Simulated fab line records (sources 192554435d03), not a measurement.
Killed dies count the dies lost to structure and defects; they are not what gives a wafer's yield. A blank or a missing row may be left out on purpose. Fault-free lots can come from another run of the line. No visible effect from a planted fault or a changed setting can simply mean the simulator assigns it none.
fab line records ; flow n5-finfet
record: lots: 3; wafers: 9; last-day: 20
route steps=1938 shown BEOL_M0@739 BEOL_M1@751 BEOL_M4@1111 PASSIVATION@1936
lots with no fault: from the same line, run without faults
start-h: the number of hours between the record's first day and the start of the first shown wafer of the lot ; wait-h: hours elapsed since this lot's preceding step ; " the same as in the row above ; L1.1+2: a row that stands for several wafers ; - no value, or no start was given ; * or withheld: withheld ; < > ~ a bound
route shown NAME@n: a module of which the file shows steps, and the number in the route of the first ; usual: mean/standard deviation taken from wafers without a fault ; same: alike in all rows ; chamber/n: place in a boat ; sites: the reading at each site ; _std_site: the values' standard deviation ; _edge_site: mean of outer sites minus mean of inner sites ; radius-mm: for every site, how far away it sits from the centre of the wafer ; mask NAME#n: copy n ; behind: the tool/chamber that last shaped the wafer ; hold: reason for holding the lot/hours on hold/outcome of the hold ; device: the transistor (n, p or np) that didn't switch ; end of line: the tests these same wafers got at the end of their route ; a step with no rows: only its recipe ; killed: dies lost to structure and defects at the first sort, not the wafer's yield ; map: a wafer's dies, marking killed ones x, the rest . and places with no die _
set.NAME: the setting that was run; set.NAME@STEP: the one run at that earlier step ; model.NAME: the simulator's own value behind a step, which no gauge read
lots at some steps of the route; a table a step, a row a wafer
services: from which hour (start-h, from the record's first day; less than 0 if before it) a tool's chamber was out of use, for how many hours, and why
== steps ==
step: N5_BEOL_M0_ANNEAL_135
recipe: temp-c: 400; time-s: 60; ambient: vacuum
step: N5_BEOL_M0_SPUTTER_141
recipe: material: Cu; target-thk-a: 40; temp-c: -20; chamber-pressure-pa: 0.07; power-w: withheld; time-s: 7.37
step: N5_BEOL_M0_ECD_118
recipe: material: Cu; target-thk-a: 3000
step: N5_BEOL_M0_ANNEAL_119
recipe: temp-c: 225; time-s: 90; ambient: N2
step: N5_BEOL_M0_CMP_120
recipe: stop-on: SiOC; t-overpolish-s: 6.9; down-force-psi: 1; platen-rpm: 50; clearing-platen-down-force-psi: 1.5; clearing-platen-rpm: 50; post-cmp-clean: cu-alkaline; clearing-platen-pad-velocity-m-s: 0.99484; pad-velocity-m-s: 0.99484
step: N5_BEOL_M0_PRE_CLEAN_131
recipe: gas: NH3/H2; time-s: 15; temp-c: *; rf-power-w: 300
step: N5_BEOL_M0_CO_CAP_123
recipe: material: Co; target-thk-a: 20; temp-c: 200; precursor: CCTBA/H2; pressure-torr: 30; time-s: 102.1
step: N5_BEOL_M0_PRE_CLEAN_124
recipe: gas: NH3; time-s: 15; temp-c: withheld; rf-power-w: 300
step: N5_BEOL_M0_DEP_125
recipe: material: SiCN; target-thk-a: 80; temp-c: withheld; precursor: 3MS/NH3; pressure-torr: 3; rf-w: 202; time-s: 14
step: N5_BEOL_M1_ILD_DEP_00
recipe: material: SiOC; target-thk-a: 790; temp-c: 350; precursor: DEMS/O2; pressure-torr: 5; rf-w: 500; time-s: 15.3
usual: heater-power-w: 507/85; showerhead-plenum-p-Torr: 5.693/0.015; throttle-valve-pct: 11.9/0.33
lot.wafer;tool;chamber;start-h;wait-h;heater-power-w;showerhead-plenum-p-Torr;throttle-valve-pct;model.SiOC_of_BEOL_M1_ILD_DEP_00.thk-nm
L286.1;pecvd-03;1;126.27;0.0;477;5.719;11.7;78.4
L286.2;pecvd-03;0;126.27;0.0;409;5.719;11.8;79.4
L286.6;pecvd-03;1;126.27;0.0;468;5.709;12.2;80.4
L296.1;pecvd-03;2;195.81;0.0;564;5.680;12.4;79.4
L296.2;pecvd-03;1;195.81;0.0;455;5.711;11.6;79.4
L296.4;pecvd-03;0;195.81;0.0;439;5.708;11.9;121.4
L306.3;pecvd-04;1;269.53;0.0;623;5.695;12.1;78.6
L306.4;pecvd-04;1;269.53;0.0;629;5.687;12.2;79.2
L306.5;pecvd-04;0;269.53;0.0;410;5.700;12.1;79.8
step: N5_BEOL_M1_THK_MEAS_01
recipe: reads: SiOC_of_BEOL_M1_ILD_DEP_00
usual: M1_ILD_THK: 79.1/0.92
lot.wafer;tool;chamber;start-h;wait-h;M1_ILD_THK[nm]
L286.1;film-metro-01;-;126.33;0.0;78.5
L286.2;film-metro-01;-;126.33;0.0;79.5
L286.6;film-metro-01;-;126.33;0.0;80.4
L296.1;film-metro-01;-;195.87;0.0;79.5
L296.2;film-metro-01;-;195.87;0.0;79.4
L296.4;film-metro-01;-;195.87;0.0;121.3
L306.3;film-metro-01;-;269.60;0.1;78.7
L306.4;film-metro-01;-;269.60;0.1;79.2
L306.5;film-metro-01;-;269.60;0.1;79.9
step: N5_BEOL_M1_PECVD_72
recipe: material: SiO2; target-thk-a: 160; temp-c: 400; precursor: TEOS/O2; pressure-torr: 5.5; rf-w: 450; teos-flow-sccm: 53.8; gas: O2; flow-sccm: 3000; time-s: 18
step: N5_BEOL_M1_HM_DEP_02
recipe: material: TiN; target-thk-a: 200; temp-c: 25; chamber-pressure-pa: 0.49996
step: N5_BEOL_M1_COAT_61
recipe: resist: SOC; temp-c: 250; time-s: 60; spin-rpm: 1500; resist-thk-nm: 60
step: N5_BEOL_M1_COAT_62
recipe: resist: SiARC; temp-c: 220; time-s: 60; spin-rpm: 1500; resist-thk-nm: 12
step: N5_BEOL_M1_COAT_73
recipe: resist: underlayer; temp-c: 205; time-s: 60; spin-rpm: 1500; resist-thk-nm: 5
step: N5_BEOL_M1_COAT_05
recipe: resist: CAR-EUV; spin-rpm: 1500; resist-thk-nm: 30
step: N5_BEOL_M1_EBR_07
recipe: solvent: PGMEA; ebr-width-mm: 1.5
step: N5_BEOL_M1_SOFTBAKE_06
recipe: temp-c: 110; time-s: 60; resist: CAR-EUV
step: N5_BEOL_M1_EXPOSE_08
recipe: mask-id: M1; na: 0.33; source-shape: dipole; sigma-inner: 0.369; sigma-outer: 0.767; polarization: unpolarized; dose-mj: 33
step: N5_BEOL_M1_PEB_09
recipe: peb-temp-c: 100; peb-time-s: 60; resist: CAR-EUV
step: N5_BEOL_M1_DEVELOP_10
recipe: develop-time-s: 30; developer: TMAH; resist: CAR-EUV; rinse-liquid: surfactant-rinse; dry: air-spin; dev-temp-c: 23
step: N5_BEOL_M1_DESCUM_16
recipe: chemistry: O2; time-s: 7; source-power-w: 50; bias-power-w: 20; pressure-mtorr: 20; rf-frequency-hz: 2.712e+07; temp-c: 40; resist: CAR-EUV; o2-flow-sccm: 225
step: N5_BEOL_M1_ETCH_74
recipe: chemistry: N2/H2; target: underlayer; target-depth-a: 65; mask-material: CAR-EUV; time-s: 5.2; ion-energy-ev: 200; pressure-mtorr: 30; source-w: 840; bias-w: 150; n2-flow-sccm: 200; h2-flow-sccm: 200; ends: cleared
step: N5_BEOL_M1_ETCH_63
recipe: chemistry: CF4; target: SiARC; target-depth-a: 156; mask-material: CAR-EUV; time-s: 26; ion-energy-ev: 80; pressure-mtorr: 40; source-w: 545; bias-w: 36; Ar_flow_sccm: 100; cf4-flow-sccm: 100; ends: cleared
step: N5_BEOL_M1_ETCH_64
recipe: chemistry: N2/H2; target: SOC; target-depth-a: 750; overetch-a: 150; mask-material: SiARC; temp-c: 40; time-s: 112.5; ion-energy-ev: 200; pressure-mtorr: 30; source-w: 840; bias-w: 150; n2-flow-sccm: 200; h2-flow-sccm: 200
step: N5_BEOL_M1_STRIP_65
recipe: chemistry: N2/H2; temp-c: 40; n2-flow-sccm: 200; h2-flow-sccm: 200; rf-frequency-hz: 6e+07
step: N5_BEOL_M1_STRIP_75
recipe: chemistry: N2/H2; temp-c: 40; n2-flow-sccm: 200; h2-flow-sccm: 200; rf-frequency-hz: 6e+07
step: N5_BEOL_M1_STRIP_66
recipe: chemistry: CF4; resist: SiARC; power-w: 300; bias-power-w: 75; pressure-mtorr: 50; cf4-flow-sccm: 150; rf-frequency-hz: 6e+07
step: N5_BEOL_M1_HM_OPEN_17
recipe: chemistry: Cl2/BCl3; target-depth-a: 200; overetch-a: 60; target: TiN; mask-material: SOC; ion-energy-ev: 150; pressure-mtorr: 10; icp-w: 1000; bias-w: 126; Cl2_flow_sccm: 53.25; bcl3-flow-sccm: 21.75; Ar_flow_sccm: 25
step: N5_BEOL_M1_STRIP_19
recipe: chemistry: O2; power-w: 400; temp-c: 40; pressure-mtorr: 30; rf-frequency-hz: 6e+07; bias-power-w: 0; overash-fraction: 0.2; o2-flow-sccm: 225
step: N5_BEOL_M1_COAT_67
recipe: resist: SOC; temp-c: 250; time-s: 60; spin-rpm: 1500; resist-thk-nm: 60
step: N5_BEOL_M1_COAT_68
recipe: resist: SiARC; temp-c: 220; time-s: 60; spin-rpm: 1500; resist-thk-nm: 12
step: N5_BEOL_M1_COAT_76
recipe: resist: underlayer; temp-c: 205; time-s: 60; spin-rpm: 1500; resist-thk-nm: 5
step: N5_BEOL_M1_COAT_22
recipe: resist: CAR-EUV; spin-rpm: 1500; resist-thk-nm: 30
step: N5_BEOL_M1_CMP_52
recipe: stop-on: SiOC; t-overpolish-s: 6.8; down-force-psi: 1; platen-rpm: 50; clearing-platen-down-force-psi: 1.5; clearing-platen-rpm: 50; post-cmp-clean: cu-alkaline; target-thk-nm: 40; clearing-platen-pad-velocity-m-s: 0.99484; pad-velocity-m-s: 0.99484
usual: motor-current-A: 6.3/0.66
lot.wafer;tool;chamber;start-h;wait-h;motor-current-A;model.SiOC_of_BEOL_M1_ILD_DEP_00.thk-nm;model.Cu_of_BEOL_M1_ECD_50.thk-nm
L286.1;cmp-02;1;137.91;0.3;5.2;77.4;39.8
L286.2;cmp-02;0;137.91;0.3;7.3;78.4;40.2
L286.6;cmp-02;1;137.91;0.3;5.1;79.4;43.2
L296.4;cmp-01;2;204.35;0.1;6.3;120.4;82.4
L296.1;cmp-01;3;204.35;0.1;6.3;78.4;41.8
L296.2;cmp-01;1;204.35;0.1;6.1;78.4;40
L306.4;cmp-02;2;286.24;0.2;7.3;78.2;41
L306.3;cmp-02;3;286.24;0.2;5.8;77.6;40.8
L306.5;cmp-02;1;286.24;0.2;5.1;78.8;42.4
step: N5_BEOL_M4_RC_MEAS_101
usual: DIBL_N: 36.0/1.3; DIBL_P: 36.2/1.7; IOFF_N: 0.155/0.024; IOFF_P: 0.21/0.034; ION_N: 674/9; ION_P: 463/7.1; SS_N: 71.4/0.5; SS_P: 73.4/0.57; VT_N: 250.0/2.8; VT_P: -251/3.2
lot.wafer;tool;chamber;start-h;wait-h;DIBL_N[mV/V];DIBL_P[mV/V];IOFF_N[nA/um];IOFF_P[nA/um];ION_N[uA/um];ION_P[uA/um];SS_N[mV/dec];SS_P[mV/dec];VT_N[mV];VT_P[mV]
L286.1;prober-01;0;210.79;0.0;36.7;36.9;0.152;0.21;668;462;71.1;73.7;251.2;-252
L286.2;prober-01;0;210.79;0.0;36.1;36.2;0.143;0.20;675;464;70.9;73.5;251.1;-254
L286.6;prober-01;0;210.79;0.0;35.3;34.5;0.120;0.17;660;459;70.6;73.1;253.2;-255
L296.1;prober-02;0;280.94;0.0;38.4;40.1;0.205;0.26;691;473;72.0;74.9;246.8;-248
L296.2;prober-02;0;280.94;0.0;38.6;40.1;0.226;0.26;696;472;71.7;74.1;242.8;-248
L306.3;prober-01;0;369.74;0.3;36.5;37.8;0.169;0.22;677;467;72.0;73.8;246.4;-251
L306.4;prober-01;0;369.74;0.3;36.6;38.2;0.188;0.24;689;471;72.0;73.6;246.5;-249
L306.5;prober-01;0;369.74;0.3;36.4;37.4;0.172;0.22;679;462;71.7;73.4;246.8;-250
step: N5_PASSIVATION_PROBE_49
usual: defect-limited-yield: 90.8/1.7; killed_at_M0_to_M3: 37/12; killed_at_M4_up: 15/5.6; killed-at-contacts: 13/6.9; killed-at-front-end: 40/11; killed-at-other: 4/3.2; killed-dies: 109/20; killed-on-rim: 14/4.3; killed-open: 73/15; killed-short: 35/8.3; sort_bin_5_function: 5.4/1.1; sort_bin_6_memory: 3.5/0.73; sort-n-pass: 1071/20; sort-yield-pct: 90.8/1.7
same: gross-dies: 1180; killed-at-back-side: 0; sort_bin_4_leakage[%]: 0; sort_bin_8_speed[%]: 0
lot.wafer;tool;chamber;start-h;wait-h;defect-limited-yield[%];killed_at_M0_to_M3;killed_at_M4_up;killed-at-contacts;killed-at-front-end;killed-at-other;killed-dies;killed-on-rim;killed-open;killed-short;sort_bin_5_function[%];sort_bin_6_memory[%];sort-n-pass;sort-yield-pct[%]
L296.1;prober-01;-;397.98;0.0;88.3;49;11;20;51;7;138;14;89;49;6.3;5.2;1042;88.3
L296.2;prober-01;-;398.03;0.1;90.2;57;5;22;31;1;116;15;83;33;6.2;3.3;1064;90.2
L296.4;prober-01;-;398.13;0.2;0;1124;11;6;36;3;1180;152;80;45;95.5;4.2;0;0
killed by level:class
L296.1 MOL_CONTACT_COAG:geometric-particle:open=16 BEOL_M2:geometric-particle:open=14 BEOL_M0_SAQP:geometric-particle:open=13 FIN_SAQP:geometric-particle:short=12 STI_FIN_REVEAL:geometric-particle:open=10 FIN_SAQP:geometric-particle:open=8 BEOL_M3:geometric-particle:open=7 BEOL_M0_SAQP:geometric-particle:short=6
L296.2 MOL_CONTACT_COAG:geometric-particle:open=16 BEOL_M3:geometric-particle:open=16 BEOL_M2:geometric-particle:open=14 BEOL_M0_SAQP:geometric-particle:short=8 FIN_SAQP:geometric-particle:open=7 MOL_CONTACT_COAG:geometric-particle:short=6 BEOL_M0:geometric-particle:open=5 BEOL_M2:geometric-particle:short=5
L296.4 BEOL_M1:area-etch=1054 BEOL_M3:geometric-particle:open=21 STI_FIN_REVEAL:geometric-particle:open=13 BEOL_M2:geometric-particle:open=12 BEOL_M0_SAQP:geometric-particle:short=11 BEOL_M0_SAQP:geometric-particle:open=11 STI_FIN_REVEAL:geometric-particle:short=7 BEOL_M3:geometric-particle:short=6
map L296.4 (x killed, . not)
_________________xxxxxxxxxxxx________________
______________xxxxxxxxxxxxxxxxxx_____________
___________xxxxxxxxxxxxxxxxxxxxxxxx__________
__________xxxxxxxxxxxxxxxxxxxxxxxxxx_________
________xxxxxxxxxxxxxxxxxxxxxxxxxxxxxx_______
_______xxxxxxxxxxxxxxxxxxxxxxxxxxxxxxxx______
______xxxxxxxxxxxxxxxxxxxxxxxxxxxxxxxxxx_____
_____xxxxxxxxxxxxxxxxxxxxxxxxxxxxxxxxxxxx____
____xxxxxxxxxxxxxxxxxxxxxxxxxxxxxxxxxxxxxx___
___xxxxxxxxxxxxxxxxxxxxxxxxxxxxxxxxxxxxxxxx__
___xxxxxxxxxxxxxxxxxxxxxxxxxxxxxxxxxxxxxxxx__
__xxxxxxxxxxxxxxxxxxxxxxxxxxxxxxxxxxxxxxxxxx_
__xxxxxxxxxxxxxxxxxxxxxxxxxxxxxxxxxxxxxxxxxx_
_xxxxxxxxxxxxxxxxxxxxxxxxxxxxxxxxxxxxxxxxxxxx
_xxxxxxxxxxxxxxxxxxxxxxxxxxxxxxxxxxxxxxxxxxxx
_xxxxxxxxxxxxxxxxxxxxxxxxxxxxxxxxxxxxxxxxxxxx
_xxxxxxxxxxxxxxxxxxxxxxxxxxxxxxxxxxxxxxxxxxxx
_xxxxxxxxxxxxxxxxxxxxxxxxxxxxxxxxxxxxxxxxxxxx
_xxxxxxxxxxxxxxxxxxxxxxxxxxxxxxxxxxxxxxxxxxxx
_xxxxxxxxxxxxxxxxxxxxxxxxxxxxxxxxxxxxxxxxxxxx
_xxxxxxxxxxxxxxxxxxxxxxxxxxxxxxxxxxxxxxxxxxxx
__xxxxxxxxxxxxxxxxxxxxxxxxxxxxxxxxxxxxxxxxxx_
__xxxxxxxxxxxxxxxxxxxxxxxxxxxxxxxxxxxxxxxxxx_
___xxxxxxxxxxxxxxxxxxxxxxxxxxxxxxxxxxxxxxxx__
___xxxxxxxxxxxxxxxxxxxxxxxxxxxxxxxxxxxxxxxx__
____xxxxxxxxxxxxxxxxxxxxxxxxxxxxxxxxxxxxxx___
_____xxxxxxxxxxxxxxxxxxxxxxxxxxxxxxxxxxxx____
______xxxxxxxxxxxxxxxxxxxxxxxxxxxxxxxxxx_____
_______xxxxxxxxxxxxxxxxxxxxxxxxxxxxxxxx______
________xxxxxxxxxxxxxxxxxxxxxxxxxxxxxx_______
__________xxxxxxxxxxxxxxxxxxxxxxxxxx_________
___________xxxxxxxxxxxxxxxxxxxxxxxx__________
______________xxxxxxxxxxxxxxxxxx_____________
_________________xxxxxxxxxxxx________________
map L286.2 (x killed, . not)
_________________............________________
______________.............x.x.._____________
___________....x......xxx..........__________
__________x.........x..............x_________
________..........x...x...xx.........._______
_______...........x......x...x.x.......______
______...................x.............._____
_____.x........x......x..............x...____
____.x.................x..................___
___.........x..x.x..........x......x.......__
___............x...x.......................__
__...x................x.....x..............._
__....x..x.......x..x.................x.xx.._
_.........x.......x.x...........x............
_............x................x..............
_.......x.............x.........x............
_.......x...x......x......x.x............x...
_x..............x.....x.......x..............
_..........x............x.........x..........
_...x....x........x..xx.....x...............x
_..x..x.............................x....x.x.
__....x.......x..xx........................._
__.....................x.....x..x.........x._
___...........x...x.........xx.......x.....__
___x......................................x__
____............x....xx..xx......x.......x___
_____.x.x...xx............x...........x..____
______.....x..x.......x....x...........x_____
_______.....x..........xx..............______
________..........x..x................_______
__________x.xx..................x..x_________
___________.x........x...........x.__________
______________..x.....x.xxx....x_____________
_________________............________________
== services ==
tool;chamber;start-h;hours;kind
pecvd-03;-;122.54;2.8;pm
cmp-02;-;126.43;1.0;repair
cmp-02;-;151.32;1.7;repair
cmp-02;-;182.48;4.0;pm
cmp-02;-;186.48;-;consumable-replace:conditioner
cmp-02;-;186.48;-;consumable-replace:pad
cmp-02;-;198.37;3.8;pm
pecvd-03;2;202.38;-;clean
pecvd-03;2;202.38;-;consumable-replace:showerhead
pecvd-03;2;202.38;29.0;scheduled-down
pecvd-03;2;202.38;29.0;vent-cycle
pecvd-04;2;209.60;-;calibration
cmp-01;-;239.63;12.3;repair
pecvd-03;1;272.94;2.1;scheduled-down
pecvd-04;2;280.44;5.3;repair
== key ==
first-sign: step: N5_BEOL_M1_THK_MEAS_01; reading: M1_ILD_THK; direction: up; sigmas: 46; usual: 79.1; struck: 121.3
effect: step: N5_PASSIVATION_PROBE_49; reading: killed_at_M0_to_M3; direction: up; sigmas: 90; usual: 37; struck: 1124
model-effect: step: N5_BEOL_M1_ILD_DEP_00; value: SiOC_of_BEOL_M1_ILD_DEP_00.thk-nm; without: 81.4; struck: 121.4
model-effect: step: N5_BEOL_M1_CMP_52; value: SiOC_of_BEOL_M1_ILD_DEP_00.thk-nm; without: 80.4; struck: 120.4
more-kills-born-at: N5_BEOL_M1_ETCH_41@rie-diel-03: 1054
met-at N5_BEOL_M1_ILD_DEP_00
struck-wafers L296.4
later-rows-left-out L296.4
onset-between 126.27 195.81
fault: kind: process-parameter-drift; tool: pecvd-03; chamber: -; onset-h: 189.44; steps: N5_BEOL_M1_ILD_DEP_00; channel: time-s; offset: *; shape: step; end-h: 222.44; scope: struck-wafers-only; acts-in: *; stated: *
later-rows-left-out: the simulator's readings of these wafers behind a module that went badly wrong aren't trusted and aren't shown, but for the sort
